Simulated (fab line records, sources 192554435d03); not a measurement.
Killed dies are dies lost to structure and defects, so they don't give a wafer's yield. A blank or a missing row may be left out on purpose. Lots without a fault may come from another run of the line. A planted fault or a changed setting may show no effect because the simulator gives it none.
Which tool did it? | flow n5_finfet | 9 lots, 26 wafers sampled, at 6 steps of a route of 1938

WHAT THE GAUGES READ, wafer by wafer
N5_SD_ACTIVATION_RS_MEAS_03: measures by four-point-probe.
lot  | measured    | on            | RS_SD_N (ohm/sq)  | RS_SD_P (ohm/sq)
L364 | day 3 18:41 | film_metro-01 | 21.86 21.70 21.57 | 57.1 56.9 56.5
L370 | day 5 05:07 | film_metro-01 | 21.64 21.38 21.91 | 54.9 55.1 54.8
L372 | day 5 17:44 | film_metro-01 | 22.16 22.11 21.90 | 55.7 55.6 56.7
L374 | day 6 06:16 | film_metro-01 | 22.35 22.19 22.27 | 55.4 56.0 55.5
L379 | day 7 10:53 | film_metro-02 | 21.71 21.47 21.75 | 55.7 55.3 56.4
L382 | day 8 05:19 | film_metro-01 | 20.63 20.81 20.15 | 56.4 56.5 56.3
L383 | day 8 13:31 | film_metro-02 | 20.36 20.65 20.27 | 56.7 55.9 56.1
L385 | day 9 00:52 | film_metro-02 | 21.85 21.81 21.68 | 56.1 55.1 54.3
L386 | day 9 09:59 | film_metro-01 | 22.04 22.16       | 57.2 57.2

N5_BEOL_M4_RC_MEAS_101.
lot  | measured     | on        | DIBL_N (mV/V)  | DIBL_P (mV/V)  | IOFF_N (nA/um) | IOFF_P (nA/um) | ION_N (uA/um) | ION_P (uA/um) | RC_DENSE_N (ohm.um) | RC_N (ohm.um)  | REXT_N (ohm.um) | RS_SD_N (ohm/sq) | SS_N (mV/dec)  | SS_P (mV/dec)  | VT_N (mV)   | VT_P (mV)
L364 | day 13 18:17 | prober-01 | 34.5 35.5 36.9 | 34.8 36.2 37.5 | 0.12 0.15 0.17 | 0.19 0.21 0.24 | 645 676 672   | 443 459 464   | 19.4 19.7 19.5      | 15.9 16.1 15.9 | 78.5 79.1 79.1  | 28.5 28.7 28.0   | 70.6 71.5 71.9 | 73.0 72.9 73.6 | 255 250 248 | -254 -250 -250
L370 | day 17 03:42 | prober-01 | 34.6 34.2 33.9 | 34.7 34.0 34.0 | 0.12 0.12 0.12 | 0.17 0.17 0.17 | 643 657 644   | 449 455 451   | 18.8 19.1 18.4      | 15.3 15.5 15.0 | 73.5 72.8 73.1  | 28.1 27.7 28.2   | 70.8 70.2 70.4 | 71.9 72.0 72.1 | 258 255 256 | -252 -253 -254
L372 | day 16 22:43 | prober-01 | 37.1 35.8 35.5 | 38.1 36.3 35.6 | 0.20 0.17 0.17 | 0.23 0.20 0.20 | 702 675 696   | 472 455 467   | 18.2 18.1 18.2      | 14.8 14.8 14.7 | 74.5 75.0 75.4  | 28.5 28.6 28.4   | 72.0 71.6 71.9 | 73.9 74.0 73.4 | 244 249 246 | -247 -250 -251
L374 | day 17 07:19 | prober-02 | 38.4 34.9 36.7 | 39.6 35.3 38.1 | 0.24 0.15 0.19 | 0.29 0.21 0.26 | 691 673 673   | 467 465 469   | 18.9 18.8 18.2      | 15.3 15.1 15.0 | 76.3 77.1 77.0  | 28.7 28.7 28.6   | 72.4 71.5 71.7 | 74.2 73.4 73.8 | 244 251 248 | -246 -251 -247
L379 | day 17 20:31 | prober-01 | 37.5 35.6 36.9 | 37.2 34.8 36.1 | 0.17 0.14 0.16 | 0.22 0.19 0.21 | 679 659 680   | 461 454 462   | 18.6 18.8 19.2      | 15.0 15.4 15.6 | 72.8 72.9 72.4  | 28.2 28.0 28.3   | 71.5 71.2 71.5 | 73.1 73.4 73.6 | 246 251 249 | -253 -250 -251
L382 | day 19 02:34 | prober-01 | 36.8 40.0 35.5 | 35.3 38.7 33.4 | 0.18 0.26 0.15 | 0.20 0.26 0.17 | 686 703 690   | 455 470 462   | 17.7 16.8 17.2      | 14.5 13.6 14.0 | 69.1 67.6 67.2  | 26.9 26.4 26.0   | 71.7 71.9 71.1 | 72.8 73.5 72.6 | 249 242 248 | -250 -245 -253
L383 | day 20 04:14 | prober-01 | 39.9 39.6 36.7 | 37.8 36.4 33.0 | 0.21 0.20 0.14 | 0.23 0.20 0.16 | 686 676 680   | 455 456 457   | 17.3 17.4 17.7      | 14.3 14.2 14.3 | 67.8 67.9 67.1  | 26.5 26.8 26.1   | 72.5 72.7 71.4 | 73.5 74.3 72.4 | 245 244 251 | -248 -253 -254
L385 | day 20 05:26 | prober-02 | 35.9 35.6 33.5 | 35.3 34.6 32.1 | 0.15 0.13 0.10 | 0.19 0.19 0.15 | 686 659 648   | 472 458 450   | 18.1 19.3 18.1      | 14.9 15.5 14.7 | 74.4 75.7 74.6  | 28.4 28.5 28.0   | 71.0 71.7 71.4 | 72.7 72.8 72.0 | 247 251 256 | -250 -251 -255
L386 | day 20 12:02 | prober-01 | 38.3 38.3      | 39.7 39.2      | 0.23 0.22      | 0.28 0.27      | 708 685       | 480 465       | 19.1 19.1           | 15.5 15.8      | 74.2 74.0       | 28.4 28.5        | 71.9 71.4      | 73.8 74.4      | 243 244     | -245 -244

WHICH TOOL RAN EACH LOT (tool, then ch and the chambers of the sampled wafers, then the start)
lot  | N5_SD_EPI_N_EPI_21             | N5_SD_EPI_P_DESCUM_14             | N5_SD_EPI_P_SD_RECESS_17        | N5_ILD0_CMP_07
L364 | epi_rpcvd-03 ch 0, day 3 11:15 | rie_diel-04 ch 0,2,3, day 3 14:28 | rie_si-02 ch 0,3, day 3 15:09   | cmp-02 ch 0,2, day 3 21:46
L370 | epi_rpcvd-02 ch 0, day 4 22:02 | rie_diel-04 ch 2,3, day 5 00:56   | rie_si-01 ch 1,2, day 5 01:37   | cmp-04 ch 2,3, day 5 08:09
L372 | epi_rpcvd-02 ch 0, day 5 10:27 | rie_diel-01 ch 1,2,3, day 5 13:13 | rie_si-04 ch 0,1,3, day 5 13:55 | cmp-03 ch 0,2,3, day 5 20:46
L374 | epi_rpcvd-01 ch 0, day 5 23:21 | rie_diel-01 ch 0,3, day 6 02:07   | rie_si-01 ch 0,1,3, day 6 02:48 | cmp-03 ch 1,2,3, day 6 09:19
L379 | epi_rpcvd-02 ch 0, day 7 03:13 | rie_diel-01 ch 0,2, day 7 06:41   | rie_si-02 ch 0,3, day 7 07:22   | cmp-04 ch 0,2,3, day 7 14:28
L382 | epi_rpcvd-02 ch 0, day 7 22:38 | rie_diel-01 ch 1,2,3, day 8 01:08 | rie_si-04 ch 0,1,2, day 8 01:49 | cmp-02 ch 1,2,3, day 8 08:52
L383 | epi_rpcvd-02 ch 0, day 8 07:07 | rie_diel-01 ch 0,2,3, day 8 09:19 | rie_si-04 ch 1,2,3, day 8 10:00 | cmp-02 ch 1,2, day 8 16:32
L385 | epi_rpcvd-01 ch 0, day 8 17:28 | rie_diel-04 ch 0,1,3, day 8 20:41 | rie_si-02 ch 0,2, day 8 21:22   | cmp-04 ch 0,2, day 9 05:01
L386 | epi_rpcvd-03 ch 0, day 9 01:37 | rie_diel-04 ch 1,2, day 9 04:58   | rie_si-04 ch 0,3, day 9 05:40   | cmp-04 ch 1,2, day 9 13:16
- N5_SD_EPI_N_EPI_21: deposits Si:P, time 690 s.
- N5_SD_EPI_P_DESCUM_14: chemistry O2, time 7.9 s.
- N5_SD_EPI_P_SD_RECESS_17: chemistry HBr/Cl2/O2, target depth 39.1 nm, bt time 3 s.
- N5_ILD0_CMP_07: polishes SiO2 flowable, stops on poly-Si, t overpolish 1.18 s, target thk 138.88 nm.

WHAT THE TOOLS THEMSELVES READ (means of the sampled wafers that have a number; where no wafer has one, the mark that the record gives instead)
N5_SD_EPI_P_DESCUM_14.
lot  | tool        | drypump_motor_current_A (A) | oes_product_au (a.u.) | rf_vpp_V (V) | showerhead_plenum_p_Torr (Torr) | throttle_valve_pct (%)
L364 | rie_diel-04 | 5.4                         | 0.83                  | 243.8        | 2.16                            | 20.17
L370 | rie_diel-04 | 5.6                         | 0.76                  | 243.3        | 2.10                            | 20.03
L372 | rie_diel-01 | 6.0                         | 0.73                  | 243.8        | 2.13                            | 20.35
L374 | rie_diel-01 | 5.8                         | 0.71                  | 243.7        | 2.10                            | 20.27
L379 | rie_diel-01 | 5.4                         | 0.82                  | 242.7        | 2.06                            | 20.09
L382 | rie_diel-01 | 6.0                         | 0.90                  | 243.9        | 2.12                            | 20.14
L383 | rie_diel-01 | 5.8                         | 0.89                  | 243.6        | 2.09                            | 20.12
L385 | rie_diel-04 | 5.5                         | 0.78                  | 243.9        | 2.13                            | 20.41
L386 | rie_diel-04 | 5.2                         | 0.72                  | 243.4        | 2.12                            | 20.54

N5_SD_EPI_P_SD_RECESS_17.
lot  | tool      | drypump_motor_current_A (A) | mfc_cl2_sccm (sccm) | oes_product_au (a.u.) | throttle_valve_pct (%)
L364 | rie_si-02 | 5.7                         | 79.72               | 1.003                 | 37.13
L370 | rie_si-01 | 5.4                         | 80.05               | 1.011                 | 37.10
L372 | rie_si-04 | 5.8                         | 79.64               | 1.016                 | 36.99
L374 | rie_si-01 | 5.4                         | 80.27               | 0.998                 | 37.17
L379 | rie_si-02 | 5.6                         | 79.74               | 0.995                 | 37.12
L382 | rie_si-04 | 5.5                         | 79.98               | 1.004                 | 37.10
L383 | rie_si-04 | 5.8                         | 79.95               | 1.006                 | 37.09
L385 | rie_si-02 | 5.8                         | 79.99               | 1.010                 | 37.12
L386 | rie_si-04 | 6.2                         | 79.88               | 1.006                 | 36.88

N5_ILD0_CMP_07.
lot  | tool   | motor_current_A (A)
L364 | cmp-02 | 9.9
L370 | cmp-04 | 11.7
L372 | cmp-03 | 11.9
L374 | cmp-03 | 12.6
L379 | cmp-04 | 12.3
L382 | cmp-02 | 10.8
L383 | cmp-02 | 9.9
L385 | cmp-04 | 12.2
L386 | cmp-04 | 11.4

THE ANSWER, worked out from the rows above alone
Rule: what is usual is taken from the lots themselves. Put in order of their means at a reading, lots are off if they are a third of the lots or fewer, leave a main group of 4 or more, and stand apart from it by a gap of 3 or more times the standard deviation of the main group's means; of several such gaps the widest counts. A main group whose means are all the same, to the digits that the tables above print for the reading, isn't used. A lot without any number at a reading at which 4 lots or more have one is off too. The other lots that the step has rows for count as sound. The gauges are gone through in route order, then the tools' own readings, and for those a lot's mean is taken as printed above. The first step at which some lot is off is used, and at that step the reading that is off furthest; a lot without a number counts as furthest.
Off: L382, L383, at N5_SD_ACTIVATION_RS_MEAS_03 (RS_SD_N). The main group: mean 21.89 ohm/sq, standard deviation 0.23.
A tool fits if, at a process step before that reading, it ran every lot that is off, and no sound lot after the first of them. The gauges at N5_SD_ACTIVATION_RS_MEAS_03 aren't tried: what is off there is off at N5_BEOL_M4_RC_MEAS_101 too, on other tools, and a gauge's error can't cause that. Can't be told from this: 2 tools fit, epi_rpcvd-02 at N5_SD_EPI_N_EPI_21, rie_diel-01 at N5_SD_EPI_P_DESCUM_14.

WHAT THE SIMULATOR HAD PUT IN
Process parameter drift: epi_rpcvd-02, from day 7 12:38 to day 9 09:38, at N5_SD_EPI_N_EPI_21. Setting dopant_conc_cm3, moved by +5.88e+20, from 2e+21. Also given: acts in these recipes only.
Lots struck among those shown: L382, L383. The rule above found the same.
